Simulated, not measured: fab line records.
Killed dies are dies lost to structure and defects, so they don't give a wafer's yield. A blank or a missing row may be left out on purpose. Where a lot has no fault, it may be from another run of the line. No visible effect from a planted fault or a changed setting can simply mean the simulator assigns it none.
fab line records ; flow nand-harc
record lots=12; wafers=36; last-day=34
route steps=1302 shown P_STI@91 P_GATE@168
lots that met no fault: taken from a fault-free run of the same line
start-h: the number of hours between the record's first day and the start of the first shown wafer of the lot ; wait-h: hours from the lot's prior step to this one ; " as in the row above ; L1.1+2: one row covering several wafers at once ; - no value, or no start was given ; * or withheld: withheld ; < > ~ a bound
route shown NAME@n: names a module that has steps shown in the file, with the first one's number in the route ; usual: mean/standard deviation of fault-free wafers ; same: alike in all rows ; chamber/n: place in a boat ; sites: readings site by site ; _std_site: how widely they spread, as a standard deviation ; _edge_site: the outer-site mean with the inner-site mean subtracted ; radius-mm: how far each site lies from the wafer's centre ; mask NAME#n: copy n ; behind: the tool/chamber that last shaped the wafer ; hold: cause of the lot's hold/its duration in hours/its outcome ; device: which transistor (n, p or np) failed to switch ; end of line: the tests these same wafers got at the end of their route ; for a step that has no rows: nothing shown but its recipe ; killed: count of dies lost to structure and defects at first sort (not the wafer's yield) ; map: dies across one wafer; x = killed, . = not, _ = none there
set.NAME: setting as actually run; set.NAME@STEP: the setting as run at that earlier step ; model.NAME: the simulator's own value behind a step, which no gauge read
one table for each step of the route and one row for each wafer, over a sample of lots
services: a tool's chamber out of use, with start hour (start-h, from the record's first day; less than 0 if before it), hours out, and reason
## steps
# step NHARC_P_STI_CD_MEAS_16
# usual cd-nm=199.0/1.8
lot.wafer;tool;chamber;start-h;wait-h;cd-nm
L858.3;cd-sem-01;-;44.97;-;198.5
L858.4;cd-sem-01;-;44.97;-;200.9
L858.6;cd-sem-01;-;44.97;-;200.0
L859.1;cd-sem-02;-;56.79;-;196.8
L859.2;cd-sem-02;-;56.79;-;197.9
L859.4;cd-sem-02;-;56.79;-;196.6
L862.2;cd-sem-03;-;85.07;-;194.6
L862.3;cd-sem-03;-;85.07;-;198.2
L862.4;cd-sem-03;-;85.07;-;197.3
L863.1;cd-sem-03;-;94.22;-;197.0
L863.4;cd-sem-03;-;94.22;-;196.1
L863.5;cd-sem-03;-;94.22;-;195.5
L864.3;cd-sem-03;-;104.03;-;199.1
L864.4;cd-sem-03;-;104.03;-;198.3
L864.5;cd-sem-03;-;104.03;-;201.3
L868.1;cd-sem-03;-;143.63;-;196.1
L868.3;cd-sem-03;-;143.63;-;197.9
L868.6;cd-sem-03;-;143.63;-;196.3
L869.1;cd-sem-02;-;157.17;-;198.2
L869.2;cd-sem-02;-;157.17;-;200.7
L869.5;cd-sem-02;-;157.17;-;198.4
L876.1;cd-sem-01;-;223.48;-;200.5
L876.3;cd-sem-01;-;223.48;-;198.7
L876.6;cd-sem-01;-;223.48;-;197.6
L878.1;cd-sem-01;-;245.19;-;198.2
L878.2;cd-sem-01;-;245.19;-;201.8
L878.4;cd-sem-01;-;245.19;-;199.4
L879.1;cd-sem-02;-;255.10;-;200.0
L879.3;cd-sem-02;-;255.10;-;200.7
L879.5;cd-sem-02;-;255.10;-;204.3
L880.2;cd-sem-03;-;265.86;-;201.0
L880.5;cd-sem-03;-;265.86;-;199.6
L880.6;cd-sem-03;-;265.86;-;199.5
L881.1;cd-sem-01;-;275.12;-;196.1
L881.4;cd-sem-01;-;275.12;-;196.3
L881.5;cd-sem-01;-;275.12;-;197.5
# step NHARC_P_STI_CMP_21
# recipe t-overpolish-s=20; target-thk-nm=380.67
# usual motor-current-A=12.3/1.5; overpolish-run-s=20.000/0.0097
lot.wafer;tool;chamber;start-h;wait-h;motor-current-A;overpolish-run-s
L858.4;cmp-02;3;65.81;0.4;13.0;19.994
L858.3;cmp-02;0;65.81;0.4;11.5;19.998
L858.6;cmp-02;3;65.81;0.4;13.1;19.999
L859.2;cmp-04;1;74.33;0.4;12.9;20.021
L859.1;cmp-04;2;74.33;0.4;14.0;19.993
L859.4;cmp-04;0;74.33;0.4;11.0;19.998
L862.3;cmp-04;2;105.11;0.4;13.6;20.009
L862.2;cmp-04;3;105.11;0.4;8.9;20.003
L862.4;cmp-04;0;105.11;0.4;10.6;20.000
L863.4;cmp-02;1;113.21;0.4;11.5;19.996
L863.1;cmp-02;3;113.21;0.4;13.7;20.011
L863.5;cmp-02;2;113.21;0.4;14.0;20.016
L864.4;cmp-04;2;122.88;0.4;13.3;19.970
L864.3;cmp-04;0;122.88;0.4;10.8;19.999
L864.5;cmp-04;1;122.88;0.4;13.1;20.000
L868.1;cmp-02;1;164.00;0.4;11.9;19.997
L868.3;cmp-02;2;164.00;0.4;15.0;19.984
L868.6;cmp-02;1;164.00;0.4;11.5;20.004
L869.2;cmp-04;3;174.94;0.4;9.0;19.998
L869.1;cmp-04;1;174.94;0.4;14.1;20.007
L869.5;cmp-04;2;174.94;0.4;13.6;19.990
L876.1;cmp-03;1;242.18;0.4;13.8;19.999
L876.3;cmp-03;3;242.18;0.4;14.8;20.007
L876.6;cmp-03;1;242.18;0.4;13.6;19.996
L878.4;cmp-04;2;263.48;0.4;13.4;19.993
L878.2;cmp-04;3;263.48;0.4;9.5;19.999
L878.1;cmp-04;0;263.48;0.4;11.1;20.007
L879.3;cmp-02;0;273.03;0.4;12.3;20.009
L879.1;cmp-02;1;273.03;0.4;12.0;20.009
L879.5;cmp-02;0;273.03;0.4;12.1;20.003
L880.2;cmp-02;2;284.76;0.4;14.5;19.995
L880.6;cmp-02;2;284.76;0.4;14.6;19.998
L880.5;cmp-02;3;284.76;0.4;12.8;20.004
L881.1;cmp-04;3;292.31;0.4;8.8;20.005
L881.4;cmp-04;0;292.31;0.4;11.2;19.986
L881.5;cmp-04;0;292.31;0.4;11.0;20.002
# step NHARC_P_GATE_PEB_44
# recipe peb-temp-c=118; peb-time-s=85
# usual chill-plate-temp-C=22.98/0.09; heater-power-total-W=163.96/0.28; plate-temp-C=117.98/0.13
lot.wafer;tool;chamber;start-h;wait-h;chill-plate-temp-C;heater-power-total-W;plate-temp-C
L858.3;litho-track-05;0;113.67;0.1;22.99;163.57;117.92
L858.4;litho-track-05;0;113.67;0.1;23.04;164.18;117.86
L858.6;litho-track-05;0;113.67;0.1;23.12;163.61;117.92
L859.1;litho-track-03;0;117.32;0.1;22.93;163.78;118.09
L859.2;litho-track-03;0;117.32;0.1;22.94;164.23;118.10
L859.4;litho-track-03;0;117.32;0.1;23.02;164.05;118.16
L862.2;litho-track-07;0;154.40;0.1;23.03;164.08;118.03
L862.3;litho-track-07;0;154.40;0.1;22.87;163.84;118.12
L862.4;litho-track-07;0;154.40;0.1;23.02;163.78;117.72
L863.1;litho-track-05;0;161.53;0.1;22.89;164.51;118.03
L863.4;litho-track-05;0;161.53;0.1;22.95;163.68;117.97
L863.5;litho-track-05;0;161.53;0.1;22.97;164.28;117.97
L864.3;litho-track-07;0;169.55;0.1;23.05;164.14;117.94
L864.4;litho-track-07;0;169.55;0.1;23.04;163.70;118.19
L864.5;litho-track-07;0;169.55;0.1;23.01;163.76;118.14
L868.1;litho-track-07;0;205.53;0.1;23.04;156.92;114.33
L868.3;litho-track-07;0;205.53;0.1;23.10;157.14;114.20
L868.6;litho-track-07;0;205.53;0.1;22.97;157.23;114.25
L869.1;litho-track-07;0;220.12;0.1;22.97;157.31;114.21
L869.2;litho-track-07;0;220.12;0.1;22.92;157.07;114.45
L869.5;litho-track-07;0;220.12;0.1;22.83;157.01;114.46
L876.1;litho-track-07;0;288.09;0.1;23.02;163.73;117.90
L876.3;litho-track-07;0;288.09;0.1;22.94;163.67;117.89
L876.6;litho-track-07;0;288.09;0.1;23.14;164.17;117.91
L878.1;litho-track-07;0;307.86;0.1;22.96;163.60;117.89
L878.2;litho-track-07;0;307.86;0.1;23.12;163.70;118.13
L878.4;litho-track-07;0;307.86;0.1;22.86;163.95;117.88
L879.1;litho-track-05;0;316.07;0.1;23.01;163.71;118.05
L879.3;litho-track-05;0;316.07;0.1;23.18;163.66;117.99
L879.5;litho-track-05;0;316.07;0.1;23.06;164.29;118.03
L881.1;litho-track-07;0;335.46;0.1;22.97;164.28;117.90
L881.4;litho-track-07;0;335.46;0.1;22.94;163.65;117.99
L881.5;litho-track-07;0;335.46;0.1;22.87;164.38;117.97
L880.2;litho-track-05;0;335.84;0.1;23.10;163.67;117.86
L880.5;litho-track-05;0;335.84;0.1;23.00;164.12;118.10
L880.6;litho-track-05;0;335.84;0.1;22.99;163.63;118.11
# step NHARC_P_GATE_CD_MEAS_46
# recipe target-cd-nm=720; landing-energy-ev=500
# usual cd-nm=720.5/1.2
lot.wafer;tool;chamber;start-h;wait-h;cd-nm
L858.3;cd-sem-01;0;113.77;-;720.7
L858.4;cd-sem-01;0;113.77;-;719.4
L858.6;cd-sem-01;0;113.77;-;719.9
L859.1;cd-sem-01;0;117.41;-;722.4
L859.2;cd-sem-01;0;117.41;-;722.8
L859.4;cd-sem-01;0;117.41;-;721.6
L862.2;cd-sem-03;0;154.50;-;721.2
L862.3;cd-sem-03;0;154.50;-;720.9
L862.4;cd-sem-03;0;154.50;-;720.5
L863.1;cd-sem-03;0;161.62;-;721.6
L863.4;cd-sem-03;0;161.62;-;721.7
L863.5;cd-sem-03;0;161.62;-;721.0
L864.3;cd-sem-03;0;169.65;-;721.7
L864.4;cd-sem-03;0;169.65;-;720.9
L864.5;cd-sem-03;0;169.65;-;720.7
L868.1;cd-sem-02;0;205.62;-;713.8
L868.3;cd-sem-02;0;205.62;-;714.2
L868.6;cd-sem-02;0;205.62;-;713.1
L869.1;cd-sem-03;0;220.22;-;711.2
L869.2;cd-sem-03;0;220.22;-;712.4
L869.5;cd-sem-03;0;220.22;-;712.8
L876.1;cd-sem-02;0;288.18;-;720.2
L876.3;cd-sem-02;0;288.18;-;719.7
L876.6;cd-sem-02;0;288.18;-;717.9
L878.1;cd-sem-01;0;307.95;-;721.5
L878.2;cd-sem-01;0;307.95;-;721.1
L878.4;cd-sem-01;0;307.95;-;722.0
L879.1;cd-sem-01;0;316.16;-;721.6
L879.3;cd-sem-01;0;316.16;-;720.5
L879.5;cd-sem-01;0;316.16;-;722.2
L881.1;cd-sem-02;0;335.55;-;721.5
L881.4;cd-sem-02;0;335.55;-;721.2
L881.5;cd-sem-02;0;335.55;-;720.3
L880.2;cd-sem-02;0;335.93;-;719.6
L880.5;cd-sem-02;0;335.93;-;720.7
L880.6;cd-sem-02;0;335.93;-;721.4
# step NHARC_P_GATE_RTA_80
# recipe temp-c=300; time-s=30
# usual lamp-power-pct=2.056/0.012; wafer_temp_C_max=301.06/0.25
lot.wafer;tool;chamber;start-h;wait-h;lamp-power-pct;wafer_temp_C_max
L858.3;rtp-anneal-01;0;119.73;-;2.049;301.01
L858.4;rtp-anneal-01;0;119.73;-;2.046;300.93
L858.6;rtp-anneal-01;0;119.73;-;2.049;301.25
L859.1;rtp-anneal-02;0;123.28;-;2.077;301.27
L859.2;rtp-anneal-02;0;123.28;-;2.077;301.87
L859.4;rtp-anneal-02;0;123.28;-;2.078;301.06
L862.2;rtp-anneal-02;0;160.89;-;2.072;300.97
L862.3;rtp-anneal-02;0;160.89;-;2.074;301.40
L862.4;rtp-anneal-02;0;160.89;-;2.075;300.80
L863.1;rtp-anneal-01;0;167.25;-;2.045;300.75
L863.4;rtp-anneal-01;0;167.25;-;2.044;300.90
L863.5;rtp-anneal-01;0;167.25;-;2.045;300.95
L864.3;rtp-anneal-02;0;175.47;-;2.069;301.48
L864.4;rtp-anneal-02;0;175.47;-;2.070;300.84
L864.5;rtp-anneal-02;0;175.47;-;2.066;300.91
L868.1;rtp-anneal-02;0;211.51;-;2.068;300.88
L868.3;rtp-anneal-02;0;211.51;-;2.066;300.84
L868.6;rtp-anneal-02;0;211.51;-;2.065;300.92
L869.1;rtp-anneal-01;0;226.13;-;2.044;300.96
L869.2;rtp-anneal-01;0;226.13;-;2.044;301.01
L869.5;rtp-anneal-01;0;226.13;-;2.044;301.11
L876.1;rtp-anneal-02;0;293.95;-;2.066;301.13
L876.3;rtp-anneal-02;0;293.95;-;2.069;301.31
L876.6;rtp-anneal-02;0;293.95;-;2.070;301.43
L878.1;rtp-anneal-01;0;313.83;-;2.043;301.10
L878.2;rtp-anneal-01;0;313.83;-;2.044;301.06
L878.4;rtp-anneal-01;0;313.83;-;2.040;300.73
L879.1;rtp-anneal-01;0;322.10;-;2.056;300.85
L879.3;rtp-anneal-01;0;322.10;-;2.057;300.55
L879.5;rtp-anneal-01;0;322.10;-;2.054;300.88
L881.1;rtp-anneal-01;0;341.16;-;2.044;301.21
L881.4;rtp-anneal-01;0;341.16;-;2.044;301.16
L881.5;rtp-anneal-01;0;341.16;-;2.044;301.05
L880.2;rtp-anneal-02;0;341.91;-;2.071;300.85
L880.5;rtp-anneal-02;0;341.91;-;2.071;300.81
L880.6;rtp-anneal-02;0;341.91;-;2.071;301.70
## services
tool;chamber;start-h;hours;kind
cmp-03;-;64.00;4.0;pm
litho-track-07;-;76.00;7.0;pm
cmp-03;-;94.69;2.1;repair
litho-track-03;-;100.00;7.0;pm
litho-track-07;-;102.95;-;consumable-replace:filter
cmp-04;-;111.07;4.0;pm
litho-track-05;-;124.00;7.0;pm
cmp-02;-;134.50;4.0;pm
cmp-04;-;146.39;1.3;repair
cmp-03;-;162.05;4.0;pm
cmp-02;-;162.78;0.4;repair
cmp-03;-;172.91;1.5;repair
cmp-03;-;175.07;0.3;repair
cmp-04;-;209.07;4.0;pm
cmp-02;-;232.50;4.0;pm
cmp-02;-;240.73;0.5;repair
cmp-04;-;247.52;5.2;repair
litho-track-07;-;251.00;7.0;pm
cmp-03;-;260.05;4.0;pm
cmp-03;-;268.65;2.8;repair
litho-track-03;-;275.00;7.0;pm
litho-track-05;-;299.00;7.0;pm
cmp-04;-;307.07;4.0;pm
cmp-02;-;330.50;4.0;pm
## key
first-sign step=NHARC_P_GATE_PEB_44; reading=plate-temp-C; direction=down; sigmas=29; usual=*; struck=*
effect step=NHARC_P_GATE_PEB_44; reading=heater-power-total-W; direction=down; sigmas=25; usual=*; struck=*
effect step=NHARC_P_GATE_CD_MEAS_46; reading=cd-nm; direction=down; sigmas=6.2; usual=720.5; struck=712.9
met-at NHARC_P_GATE_PEB_44
struck-lots L868,L869
tester-left-out L868,L869
not-acting-at NHARC_P_STI_CD_MEAS_16,NHARC_P_STI_CMP_21,NHARC_P_GATE_RTA_80
onset-between 169.55 205.53
fault kind=process-parameter-drift; tool=litho-track-07; chamber=-; onset-h=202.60; steps=NHARC_P_GATE_PEB_44; channel=peb-temp-c; offset=*; shape=step; end-h=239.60; acts-in=*; stated=*
# tester-left-out: of these lots the tester's yield and bins aren't shown, on N5 and GAA mostly nor the transistor test; their killed dies are dies lost to structure and defects alone, not to doping, threshold or leakage, so they don't give the yield
